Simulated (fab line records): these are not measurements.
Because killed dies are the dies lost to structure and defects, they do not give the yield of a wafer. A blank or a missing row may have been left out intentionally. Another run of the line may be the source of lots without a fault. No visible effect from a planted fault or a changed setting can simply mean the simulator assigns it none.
Comparing a struck lot with a sound one | flow nand harc | 13 steps out of a route of 1302
Sound: wafers L567.1, L567.2, L567.3. Wafers L575.3, L575.4, L575.6 were the ones struck. The cause comes at the end.
Order at every step that has rows: each side's tool, ch and its chambers, its first start. Under that, the readings that differ: sound wafers | struck wafers | difference of the means | sigmas: that difference in standard deviations of wafers without a fault.
alike: words and numbers the same on both sides, and readings whose means are apart by under 2 such deviations; not compared: readings that were withheld, readings missing a value for some wafer, numbers with overlapping values and no deviation given by the record, and bounds like >300 which may hide the same value.
Wherever a step has rows on one side only, a row that says differs or no value, or a row with sigmas, the two part there. When numbers do not overlap yet have no deviation, they are printed without sigmas and do not part them. Lack of a reading on every wafer of one side parts them only where that side has two or more wafers.

first, 1 step without rows for these wafers: NHARC_P_CONTACT_SRD_26.
NHARC_P_CONTACT_INSPECT_27:
  struck on defect inspect-02, day 13 09:56; sound on defect inspect-01, day 10 12:06
  alike: raw defect count
then, 9 steps without rows for these wafers: NHARC_P_M0_DEP_00 (deposits SiOC, target thk 150 nm); NHARC_P_M0_DEHYDRATE_01 (time 120 s); NHARC_P_M0_HMDS_02 (time 30 s); NHARC_P_M0_COAT_33 (time 65 s); NHARC_P_M0_COAT_03 (resist thk 90 nm); NHARC_P_M0_SOFTBAKE_04 (time 55 s); NHARC_P_M0_EBR_05; NHARC_P_M0_EXPOSE_06 (exposes mask P M0, target cd 90 nm); NHARC_P_M0_PEB_07 (peb time 65 s).
NHARC_P_M0_DEVELOP_08: develop time 35 s.
  struck on litho track-04, day 13 10:00; sound on litho track-04 ch 0, day 10 12:00
  no value came back on the struck wafers for chill plate temp C (C), develop time s (s); on the sound wafers chill plate temp C (C) reads 23.05 23.00 23.16
NHARC_P_M0_CD_MEAS_09 targets a cd of 90 nm.
  sound on cd sem-02 ch 0, day 10 13:00; struck on cd sem-02 ch 0, day 13 10:51
  reading    | sound          | struck | difference                    | sigmas
  cd nm (nm) | 89.6 89.7 89.1 | - - -  | no value on the struck wafers |

## WHERE THEY PART
At NHARC_P_M0_DEVELOP_08 first; at NHARC_P_M0_CD_MEAS_09 last (within this record only).

WHY: what had been put in by the simulator
Skipped step whole: litho track-04, from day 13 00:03 on, at NHARC_P_M0_DEVELOP_08. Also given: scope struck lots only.
